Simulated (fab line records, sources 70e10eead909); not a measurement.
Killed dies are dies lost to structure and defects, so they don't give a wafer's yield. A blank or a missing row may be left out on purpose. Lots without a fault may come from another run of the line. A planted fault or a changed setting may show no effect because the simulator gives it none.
fab line records | flow nand_harc
record lots=6 wafers=18 last_day=24
route steps=1159 shown A_CONTACT@911 END@1159
lots that met no fault: from a run of the same line without faults
start_h: hours from the record's first day to the start of the lot's first wafer shown | wait_h: hours since the lot's step before | " the same as in the row above | L1.1+2: a row that stands for several wafers | - no value, or no start given | * or withheld: withheld | < > ~ a bound
route shown NAME@n: a module of which the file shows steps, and the number in the route of the first | usual: mean/standard deviation of fault-free wafers | same: alike in all rows | chamber/n: place in a boat | sites: the reading at each site | _std_site: their standard deviation | _edge_site: outer sites' mean less inner sites' | radius_mm: how far each site lies from the wafer's centre | mask NAME#n: copy n | behind: the tool/chamber that last shaped the wafer | hold: why the lot was held/for how many hours/how that ended | device: the transistor (n, p or np) that didn't switch | end of line: the same wafers' tests at the end of the route | a step without rows: its recipe alone | killed: dies lost to structure and defects at the first sort, not the wafer's yield | map: a wafer's dies, x killed, . not, _ none there
set.NAME: the setting as run; set.NAME@STEP: as run at that earlier step | model.NAME: the simulator's own value behind a step, which no gauge read
lots at some steps of the route; a table a step, a row a wafer
services: from which hour (start_h, from the record's first day; less than 0 if before it) a tool's chamber was out of use, for how many hours, and why
## steps
# step NHARC_A_CONTACT_ETCH_131
# recipe source_w=withheld pressure_mtorr=20 bias_v=1200 time_s=155 target_depth_a=9560 ar_flow_sccm=withheld c4f8_flow_sccm=withheld o2_flow_sccm=withheld chemistry=C4F8/O2/Ar
# columns lot.wafer tool chamber start_h wait_h rf_hours_counter_h
L559.4 har_cap_etch-02 0 384.23 0.1 -
L559.3 " 1 " " -
L559.5 " 0 " " -
L570.2 har_cap_etch-01 0 452.47 0.1 72
L570.3 " 0 " " -
L570.6 " 0 " " -
L572.2 har_cap_etch-02 1 461.67 0.1 27
L572.3 " 0 " " -
L572.6 " 1 " " -
L578.1 har_cap_etch-02 0 507.13 0.1 33
L578.4 " 1 " " -
L578.3 " 0 " " -
L577.2 har_cap_etch-03 1 509.81 0.1 101
L577.1 " 0 " " 101
L577.3 " 1 " " -
L580.1 har_cap_etch-01 0 515.07 0.1 83
L580.2 " 1 " " 83
L580.5 " 1 " " -
# step NHARC_A_CONTACT_ETCH_132
# recipe source_w=withheld pressure_mtorr=20 bias_v=1200 time_s=156 target_depth_a=9580 ar_flow_sccm=withheld c4f8_flow_sccm=withheld o2_flow_sccm=withheld chemistry=C4F8/O2/Ar
# columns lot.wafer tool chamber start_h wait_h rf_hours_counter_h
L559.4 har_cap_etch-02 0 384.38 0.1 -
L559.3 " 1 " " -
L559.5 " 0 " " -
L570.2 har_cap_etch-01 0 452.61 0.1 72
L570.3 " 0 " " -
L570.6 " 0 " " -
L572.2 har_cap_etch-02 1 461.81 0.1 27
L572.3 " 0 " " -
L572.6 " 1 " " -
L578.1 har_cap_etch-02 0 507.27 0.1 33
L578.4 " 1 " " -
L578.3 " 0 " " -
L577.2 har_cap_etch-03 1 509.96 0.1 101
L577.1 " 0 " " 101
L577.3 " 1 " " -
L580.1 har_cap_etch-01 0 515.21 0.1 83
L580.2 " 1 " " 83
L580.5 " 1 " " -
# step NHARC_A_CONTACT_ETCH_133
# recipe source_w=withheld pressure_mtorr=20 bias_v=400 time_s=195 target_depth_a=8400 ar_flow_sccm=withheld c4f8_flow_sccm=11.5 o2_flow_sccm=7.2 chemistry=C4F8/O2/Ar
# step NHARC_A_CONTACT_ETCH_91
# recipe target_depth_a=400 over_etch_frac=0.5 time_s=85.7 ion_energy_ev=120 ch3f_flow_sccm=50 o2_flow_sccm=30 ar_flow_sccm=200 rf_w=500 bias_w=100 chemistry=CH3F/O2
# usual drypump_motor_current_A=5.2/0.39 oes_product_au=0.924/0.0066 rf_vpp_V=244.7/1.5 showerhead_plenum_p_Torr=2.48/0.096 throttle_valve_pct=20.663/0.0097
# columns lot.wafer tool chamber start_h wait_h drypump_motor_current_A oes_product_au rf_hours_counter_h rf_vpp_V showerhead_plenum_p_Torr throttle_valve_pct
L559.3 rie_diel-07 0 385.05 0.4 5.3 0.919 29 247.0 2.53 20.646
L559.4 " 2 " " 4.9 0.927 29 245.6 2.52 20.657
L559.5 " 3 " " 5.1 0.919 - 243.4 2.38 20.679
L570.2 rie_diel-07 0 453.32 0.5 5.3 0.913 6 245.8 2.52 20.673
L570.3 " 1 " " 5.0 0.923 7 246.3 2.56 20.670
L570.6 " 2 " " 5.0 0.924 - 243.9 2.51 20.671
L572.3 rie_diel-07 1 462.57 0.4 5.0 0.928 9 247.8 2.56 20.660
L572.2 " 2 " " 5.0 0.922 9 244.8 2.51 20.663
L572.6 " 1 " " 5.0 0.921 - 246.4 2.56 20.673
L578.4 rie_diel-07 0 507.95 0.4 5.3 0.916 18 245.0 2.52 20.670
L578.3 " 1 " " 5.0 0.922 19 246.4 2.56 20.665
L578.1 " 2 " " 5.0 0.925 20 246.7 2.51 20.666
L577.2 rie_diel-07 1 510.67 0.5 5.0 0.927 19 245.9 2.56 20.659
L577.1 " 2 " " 5.0 0.918 20 243.7 2.51 20.659
L577.3 " 3 " " 5.0 0.928 19 243.4 2.37 20.668
L580.1 rie_diel-08 0 515.92 0.5 5.9 0.914 13 246.0 2.65 20.660
L580.2 " 1 " " 6.4 0.933 14 243.0 2.35 20.666
L580.5 " 1 " " 6.3 0.924 - 241.6 2.35 20.663
# step NHARC_A_CONTACT_ETCH_97
# recipe target_depth_a=200 over_etch_frac=0.5 time_s=10 ion_energy_ev=250 c4f6_flow_sccm=25 o2_flow_sccm=20 ar_flow_sccm=500 rf_w=600 bias_w=500 chemistry=C4F6/O2
# step NHARC_A_CONTACT_CD_MEAS_80
# usual cd_nm=189.5/0.83
# columns lot.wafer tool chamber start_h wait_h cd_nm
L559.3 cd_sem-02 - 385.26 - 189.5
L559.4 " - " " 189.4
L559.5 " - " " 189.7
L570.2 cd_sem-03 - 453.52 - 190.4
L570.3 " - " " 190.1
L570.6 " - " " 190.9
L572.2 cd_sem-02 - 462.79 - 189.6
L572.3 " - " " 189.5
L572.6 " - " " 189.3
L578.1 cd_sem-03 - 508.17 - 190.0
L578.3 " - " " 189.5
L578.4 " - " " 190.0
L577.1 cd_sem-03 - 510.92 - 188.1
L577.2 " - " " 188.7
L577.3 " - " " 188.4
L580.1 cd_sem-02 - 516.24 - 190.1
L580.2 " - " " 189.8
L580.5 " - " " 189.3
# step NHARC_A_CONTACT_STRIP_103
# recipe n2_flow_sccm=150 h2_flow_sccm=150 ar_flow_sccm=0 bias_w=0 chemistry=N2/H2
# step NHARC_A_CONTACT_STRIP_104
# recipe cf4_flow_sccm=100 chf3_flow_sccm=30 ar_flow_sccm=0 bias_w=0 chemistry=CF4/CHF3
# step NHARC_A_CONTACT_STRIP_105
# recipe o2_flow_sccm=400 cos_flow_sccm=20 ar_flow_sccm=0 bias_w=0 chemistry=O2/COS
# step NHARC_A_CONTACT_ETCH_106
# recipe target_depth_a=600 overetch_a=60 time_s=33 ion_energy_ev=100 cf4_flow_sccm=80 o2_flow_sccm=20 ar_flow_sccm=0 rf_w=300 bias_w=100 chemistry=CF4/O2
# step NHARC_A_CONTACT_STRIP_82
# recipe o2_flow_sccm=500 ar_flow_sccm=0 bias_w=0 chemistry=O2
# usual drypump_motor_current_A=5.3/0.43 oes_product_au=0.999/0.0071 rf_vpp_V=57.8/0.94 showerhead_plenum_p_Torr=3.54/0.14 throttle_valve_pct=17.037/0.0088
# columns lot.wafer tool chamber start_h wait_h drypump_motor_current_A oes_product_au rf_hours_counter_h rf_vpp_V showerhead_plenum_p_Torr throttle_valve_pct
L559.4 rie_diel-07 2 - - 4.9 1.000 29 58.2 3.61 17.023
L559.3 " 3 " " 5.1 0.998 27 57.0 3.42 17.030
L559.5 " 1 " " 5.0 0.997 - 58.5 3.68 17.038
L570.3 rie_diel-07 3 - - 5.0 1.008 6 57.8 3.41 17.021
L570.2 " 0 " " 5.3 0.993 6 59.3 3.62 17.021
L570.6 " 3 " " 5.1 0.998 - 59.1 3.41 17.021
L572.2 rie_diel-04 2 - - 5.4 0.997 60 57.9 3.47 17.046
L572.3 " 3 " " 6.7 1.000 56 57.2 3.35 17.025
L572.6 " 2 " " 5.4 1.008 - 58.0 3.47 17.048
L578.1 rie_diel-07 2 - - 4.9 0.998 20 58.7 3.60 17.038
L578.3 " 0 " " 5.3 0.998 18 57.4 3.61 17.018
L578.4 " 1 " " 5.0 0.998 19 57.0 3.66 17.022
L577.3 rie_diel-08 1 - - 6.4 1.003 11 58.3 3.38 17.023
L577.2 " 2 " " 5.2 1.008 9 58.5 3.72 17.044
L577.1 " 0 " " 5.9 0.998 10 59.5 3.80 17.029
L580.2 rie_diel-08 3 - - 5.5 1.000 13 59.2 3.80 17.030
L580.1 " 0 " " 5.9 0.992 14 58.6 3.80 17.031
L580.5 " 3 " " 5.5 0.996 - 59.8 3.80 17.036
# step NHARC_A_CONTACT_STRIP_83
# recipe time_s=600 temp_c=30 chemistry=post_etch_residue_remover
# step NHARC_A_CONTACT_DEP_84
# recipe target_thk_a=20000 temp_c=400 material=aC
# usual throttle_valve_pct=34.998/0.0094
# columns lot.wafer tool chamber start_h wait_h throttle_valve_pct
L559.3 acl_dep-01 0 387.19 - 35.006
L559.4 " 0 " " 34.984
L559.5 " 0 " " 34.991
L570.2 acl_dep-01 0 454.67 - 34.995
L570.3 " 0 " " 35.001
L570.6 " 0 " " 35.003
L572.2 acl_dep-02 0 467.27 - 34.992
L572.3 " 0 " " 34.990
L572.6 " 0 " " 35.001
L578.1 acl_dep-01 0 509.11 - 34.992
L578.3 " 0 " " 35.016
L578.4 " 0 " " 34.987
L577.1 acl_dep-01 0 512.04 - 35.009
L577.2 " 0 " " 34.997
L577.3 " 0 " " 34.992
L580.1 acl_dep-03 0 517.90 - 35.008
L580.2 " 0 " " 35.005
L580.5 " 0 " " 35.005
# step NHARC_A_CONTACT_DEP_85
# recipe target_thk_a=500 target_thk_nm=50 temp_c=400 pressure_torr=3.5 flow_sccm=200 rf_w=350 material=SiON
# step NHARC_A_CONTACT_DEHYDRATE_00
# recipe temp_c=150 time_s=120
# step NHARC_A_CONTACT_HMDS_01
# recipe time_s=30
# step NHARC_A_CONTACT_COAT_86
# recipe temp_c=260 time_s=75
# step NHARC_A_CONTACT_COAT_87
# recipe temp_c=225 time_s=65
# step NHARC_A_CONTACT_COAT_02
# recipe spin_rpm=1500 resist_thk_nm=90
# step NHARC_A_CONTACT_SOFTBAKE_03
# recipe temp_c=105 time_s=55
# step NHARC_A_CONTACT_EBR_04
# step NHARC_A_CONTACT_EXPOSE_05
# recipe na=1.35 sigma_outer=0.8 dose_mj=84.24 mask_id=A_CC
# step NHARC_A_CONTACT_PEB_06
# recipe peb_temp_c=100 peb_time_s=65
# step NHARC_A_CONTACT_DEVELOP_07
# recipe develop_time_s=35 dev_temp_c=23
# step NHARC_A_CONTACT_CD_MEAS_08
# recipe target_cd_nm=100 landing_energy_ev=500
# usual cd_nm=99.9/0.35
# same landing_energy_ev=500
# columns lot.wafer tool chamber start_h wait_h cd_nm
L559.3 cd_sem-01 0 388.65 - 100.4
L559.4 " 0 " " 100.0
L559.5 " 0 " " 99.7
L570.2 cd_sem-01 0 456.44 - 99.8
L570.3 " 0 " " 100.1
L570.6 " 0 " " 99.9
L572.2 cd_sem-01 0 469.06 - 100.0
L572.3 " 0 " " 100.2
L572.6 " 0 " " 99.9
L578.1 cd_sem-03 0 511.09 - 99.6
L578.3 " 0 " " 99.4
L578.4 " 0 " " 99.2
L577.1 cd_sem-03 0 514.23 - 100.0
L577.2 " 0 " " 100.3
L577.3 " 0 " " 100.0
L580.1 cd_sem-01 0 520.16 - 100.1
L580.2 " 0 " " 100.1
L580.5 " 0 " " 100.2
# step NHARC_A_CONTACT_OVL_MEAS_09
# usual overlay_x_nm=0.0/0.67 overlay_y_nm=-0.1/0.66
# columns lot.wafer tool chamber start_h wait_h overlay_x_nm overlay_y_nm
L559.3 overlay-02 - 388.74 - 0.1 0.1
L559.4 " - " " 0.3 -0.1
L559.5 " - " " 0.5 0.4
L570.2 overlay-02 - 456.53 - 0.3 -0.7
L570.3 " - " " 0.2 0.1
L570.6 " - " " -0.1 0.0
L572.2 overlay-01 - 469.14 - 0.9 -0.4
L572.3 " - " " 0.9 -0.2
L572.6 " - " " 0.5 -0.3
L578.1 overlay-02 - 511.17 - -1.4 -1.3
L578.3 " - " " -1.3 -1.0
L578.4 " - " " -1.9 -1.5
L577.1 overlay-02 - 514.32 - 0.5 -0.8
L577.2 " - " " 0.9 -1.4
L577.3 " - " " 0.9 -1.1
L580.1 overlay-01 - 520.25 - -0.7 -0.7
L580.2 " - " " -0.1 -0.5
L580.5 " - " " -0.4 -0.6
# step NHARC_A_CONTACT_INSPECT_10
# usual raw_defect_count=28/14
# columns lot.wafer tool chamber start_h wait_h raw_defect_count
L559.3 defect_inspect-01 - 388.77 0.0 17
L559.4 " - " " 12
L559.5 " - " " 20
L570.2 defect_inspect-01 - 456.56 0.0 34
L570.3 " - " " 30
L570.6 " - " " 37
L572.2 defect_inspect-01 - 469.18 0.0 27
L572.3 " - " " 31
L572.6 " - " " 36
L578.1 defect_inspect-01 - 511.21 0.0 474
L578.3 " - " " 512
L578.4 " - " " 521
L577.1 defect_inspect-02 - 514.35 0.0 512
L577.2 " - " " 499
L577.3 " - " " 514
L580.1 defect_inspect-02 - 520.29 0.0 34
L580.2 " - " " 35
L580.5 " - " " 32
# step NHARC_A_CONTACT_DESCUM_13
# recipe time_s=3 o2_flow_sccm=200 ar_flow_sccm=0 bias_power_w=0 chemistry=O2
# usual drypump_motor_current_A=5.3/0.48 oes_product_au=1.000/0.0065 rf_vpp_V=57.7/0.9 showerhead_plenum_p_Torr=1.92/0.079 throttle_valve_pct=11.310/0.0094
# columns lot.wafer tool chamber start_h wait_h drypump_motor_current_A oes_product_au rf_hours_counter_h rf_vpp_V showerhead_plenum_p_Torr throttle_valve_pct
L559.3 rie_diel-07 2 388.89 0.1 5.0 1.004 30 57.5 1.96 11.322
L559.4 " 3 " " 5.1 0.992 28 57.3 1.85 11.322
L559.5 " 2 " " 5.0 1.002 - 58.8 1.96 11.314
L570.2 rie_diel-07 2 456.62 0.1 5.0 1.004 7 57.9 1.96 11.303
L570.3 " 3 " " 5.1 1.006 6 56.7 1.85 11.322
L570.6 " 2 " " 5.0 1.005 - 57.2 1.96 11.293
L572.3 rie_diel-07 2 469.26 0.1 5.0 0.996 12 58.3 1.96 11.304
L572.2 " 3 " " 5.1 0.995 12 57.6 1.84 11.316
L572.6 " 2 " " 5.0 1.003 - 58.1 1.96 11.317
L578.1 rie_diel-07 2 511.27 0.1 5.0 0.991 20 59.4 1.95 11.295
L578.4 " 0 " " 5.3 0.996 19 57.0 1.96 11.319
L578.3 " 1 " " 5.0 1.007 19 57.8 1.99 11.310
L577.1 rie_diel-07 2 514.41 0.1 5.0 1.008 21 57.1 1.95 11.298
L577.2 " 3 " " 5.1 1.004 20 57.3 1.84 11.307
L577.3 " 0 " " 5.3 0.993 20 56.9 1.96 11.302
L580.2 rie_diel-07 0 520.35 0.1 5.3 0.998 21 57.7 1.96 11.309
L580.1 " 2 " " 5.0 1.002 22 57.7 1.95 11.313
L580.5 " 1 " " 5.0 0.994 - 56.3 1.99 11.298
# step NHARC_END_SORT_01
# recipe temp_c=25
# usual killed_at_array=27/11 killed_at_other=0.7/0.93 killed_at_periphery=2.9/1.9 killed_dies=30/11 killed_open=3.1/1.7 killed_short=1.9/1.3
# same gross_dies=677
# columns lot.wafer tool chamber start_h wait_h killed_at_array killed_at_other killed_at_periphery killed_dies killed_open killed_short
L559.3 prober-02 0 446.47 3.1 19 3 0 22 0 2
L559.4 prober-02 0 447.26 3.4 14 2 2 18 3 3
L559.5 prober-02 0 448.04 3.7 20 1 2 23 2 0
L572.2 prober-02 0 535.33 2.8 24 1 2 27 1 3
L572.3 prober-02 0 536.13 3.1 31 2 1 34 3 0
L572.6 prober-02 0 538.54 4.0 28 2 5 35 5 1
L578.1 prober-01 0 567.56 2.5 67 3 2 72 4 1
L578.3 prober-01 0 569.17 3.1 67 0 4 71 3 1
L578.4 prober-01 0 569.97 3.4 65 1 5 71 3 1
L577.1 prober-02 0 567.58 2.5 48 0 4 52 4 1
L577.2 prober-02 0 568.37 2.8 61 0 3 64 6 2
L577.3 prober-02 0 569.17 3.1 55 0 2 57 3 5
# killed by level:class
L559.3 A_SLIT:chamber_film_flake=5 A_CONTACT:chamber_film_flake=4 A_CHANNEL_HOLE_D1:chamber_film_flake=3 A_STAIRCASE:chamber_film_flake=3 THIN_TSV:chamber_film_flake=3 A_SGD_CUT:geometric_particle:short=1 A_M1:geometric_particle:short=1 A_CHANNEL_FILL_D1:chamber_film_flake=1
L559.4 A_SLIT:chamber_film_flake=7 A_STAIRCASE:chamber_film_flake=2 P_STI:geometric_particle:short=1 P_GATE:geometric_particle:open=1 A_CHANNEL_FILL_D1:geometric_particle:open=1 A_BLC:geometric_particle:short=1 A_M1:geometric_particle:open=1 STARTING-WAFER:geometric_particle:short=1
L559.5 A_SLIT:chamber_film_flake=6 A_CHANNEL_HOLE_D1:chamber_film_flake=5 A_STAIRCASE:chamber_film_flake=5 P_M0:geometric_particle:open=1 A_BLC:geometric_particle:open=1 A_CHANNEL_FILL_D1:chamber_film_flake=1 P_ZERO_WELL:chamber_film_flake=1 A_M0:chamber_film_flake=1
L572.2 A_SLIT:chamber_film_flake=13 A_CHANNEL_HOLE_D1:chamber_film_flake=4 A_CONTACT:chamber_film_flake=4 A_WL_FILL:geometric_particle:short=2 P_STI:geometric_particle:open=1 A_CHANNEL_FILL_D1:geometric_particle:short=1 P_STI:chamber_film_flake=1 THIN_TSV:chamber_film_flake=1
L572.3 A_SLIT:chamber_film_flake=17 A_CHANNEL_HOLE_D1:chamber_film_flake=4 A_CONTACT:chamber_film_flake=4 A_BONDPAD:chamber_film_flake=2 THIN_TSV:chamber_film_flake=2 A_SGD_CUT:geometric_particle:open=1 A_CONTACT:geometric_particle:open=1 A_M0:geometric_particle:open=1
L572.6 A_SLIT:chamber_film_flake=16 A_CHANNEL_HOLE_D1:chamber_film_flake=4 A_CONTACT:chamber_film_flake=4 A_ZERO_WELL:chamber_film_flake=3 P_GATE:geometric_particle:open=1 P_GATE:geometric_particle:short=1 P_CONTACT:geometric_particle:open=1 P_BONDPAD:geometric_particle:open=1
L578.1 A_CONTACT:unspecified=36 A_CHANNEL_HOLE_D1:chamber_film_flake=25 A_CHANNEL_FILL_D1:chamber_film_flake=2 THIN_TSV:chamber_film_flake=2 P_M0:geometric_particle:open=1 A_ONON_D1:geometric_particle:open=1 A_CHANNEL_FILL_D1:geometric_particle:open=1 A_SGD_CUT:geometric_particle:short=1
L577.1 A_CONTACT:unspecified=33 A_CHANNEL_HOLE_D1:chamber_film_flake=5 A_CONTACT:chamber_film_flake=4 A_M0:chamber_film_flake=2 P_GATE:geometric_particle:open=1 P_CONTACT:geometric_particle:open=1 P_M0:geometric_particle:short=1 A_CHANNEL_FILL_D1:geometric_particle:open=1
L577.2 A_CONTACT:unspecified=38 A_CHANNEL_HOLE_D1:chamber_film_flake=9 A_CONTACT:chamber_film_flake=4 A_CHANNEL_FILL_D1:geometric_particle:open=2 P_CONTACT:geometric_particle:open=1 A_SGD_CUT:geometric_particle:open=1 A_WL_FILL:geometric_particle:short=1 A_CONTACT:geometric_particle:open=1
L577.3 A_CONTACT:unspecified=36 A_CHANNEL_HOLE_D1:chamber_film_flake=3 A_SGD_CUT:chamber_film_flake=3 A_M0:geometric_particle:short=2 A_CONTACT:chamber_film_flake=2 A_M0:chamber_film_flake=2 A_ONON_D1:geometric_particle:short=1 A_ONON_D1:geometric_particle:open=1
L578.3 A_CONTACT:unspecified=41 A_CHANNEL_HOLE_D1:chamber_film_flake=21 P_M0:geometric_particle:short=1 P_M0:geometric_particle:open=1 A_ONON_D1:geometric_particle:open=1 A_CHANNEL_FILL_D1:geometric_particle:open=1 P_STI:chamber_film_flake=1 P_BONDPAD:chamber_film_flake=1
L578.4 A_CONTACT:unspecified=36 A_CHANNEL_HOLE_D1:chamber_film_flake=20 P_STI:chamber_film_flake=4 A_CHANNEL_FILL_D1:chamber_film_flake=3 A_CHANNEL_FILL_D1:geometric_particle:open=2 A_WL_FILL:chamber_film_flake=2 A_CONTACT:chamber_film_flake=2 P_CONTACT:geometric_particle:short=1
# map L577.2 (x killed, . not)
____________.____________
_________......._________
_______..........._______
______.............______
_____..............._____
____.................____
____.................____
___...................___
___...................___
__.....................__
__..x..................__
_.....................x._
_......................._
_x.........x..........xx_
_.........xx.x.......xx._
_..........x.........xxx_
.x..........x.........xxx
............x........xxxx
x.......x..x........xxxxx
....................xxxxx
x..x..............x..xxxx
_.......x............xxx_
_.x..................xxx_
_..............x......xx_
_.............x.x......x_
_......................x_
__....................x__
__....x................__
___...................___
___...................___
____.................____
____.x...............____
_____x.............._____
______.............______
_______..........._______
_________......._________
____________.____________
# map L578.1 (x killed, . not)
____________.____________
_________......._________
_______..........._______
______.............______
_____..............._____
____.................____
____..............x..____
___...................___
___................x..___
__..x..................__
__.....x...............__
_......................._
_......x..............xx_
_.....................xx_
_...x...x.............xx_
_.x.x...........x.....xx_
x.xxx.................xxx
.xx..x..............xxxxx
.xxx..x..............xxxx
.x...x.....x.........xxxx
.x.xxx..............xxxxx
_x.xx.................xx_
_x..x.................xx_
_...x..................x_
_....................x.x_
_......................._
__.............x.......__
__.....................__
___....x..............___
___...................___
____.................____
____.................____
_____..............._____
______.............______
_______..........._______
_________......._________
____________.____________
## services
# columns tool chamber start_h hours kind
rie_diel-07 0 384.28 - clean
rie_diel-07 1 384.28 - clean
rie_diel-07 2 384.28 - clean
rie_diel-07 3 384.28 - clean
rie_diel-07 - 405.27 9.0 pm
rie_diel-07 0 405.27 9.0 vent_cycle
rie_diel-07 1 405.27 9.0 vent_cycle
rie_diel-07 2 405.27 9.0 vent_cycle
rie_diel-07 3 405.27 9.0 vent_cycle
acl_dep-03 - 407.06 13.0 pm
rie_diel-07 0 414.27 - clean
rie_diel-07 1 414.27 - clean
rie_diel-07 2 414.27 - clean
rie_diel-07 3 414.27 - clean
rie_diel-07 3 414.27 - consumable_replace:focus_ring
har_cap_etch-01 - 416.83 0.6 repair
rie_diel-04 2 418.50 1.2 repair
rie_diel-08 0 433.33 29.2 repair
rie_diel-04 - 466.02 9.0 pm
acl_dep-01 - 475.34 13.0 pm
rie_diel-08 - 479.11 9.0 pm
rie_diel-04 - 490.87 0.7 repair
har_cap_etch-03 - 492.53 0.7 repair
rie_diel-04 - 501.97 2.3 repair
## key
first_sign step=NHARC_A_CONTACT_INSPECT_10 reading=raw_defect_count direction=up sigmas=34 usual=28 struck=505
effect step=NHARC_END_SORT_01 reading=killed_at_array direction=up sigmas=3.1 usual=27 struck=60
more_kills_born_at NHARC_A_CONTACT_DEP_84@acl_dep-01=220
met_at NHARC_A_CONTACT_DEP_84
struck_wafers L577.1,L577.2,L577.3,L578.1,L578.3,L578.4
tester_left_out L577,L578
onset_between 454.67 509.11
also_fits NHARC_A_CONTACT_ETCH_91:rie_diel-07
fault kind=chamber_particle_source tool=acl_dep-01 chamber=- onset_h=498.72 steps=NHARC_A_CONTACT_DEP_84 rate_per_visit_cm2=0.74799 end_h=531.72
# tester_left_out: of these lots the tester's yield and bins aren't shown, on N5 and GAA mostly nor the transistor test; their killed dies are dies lost to structure and defects alone, not to doping, threshold or leakage, so they don't give the yield
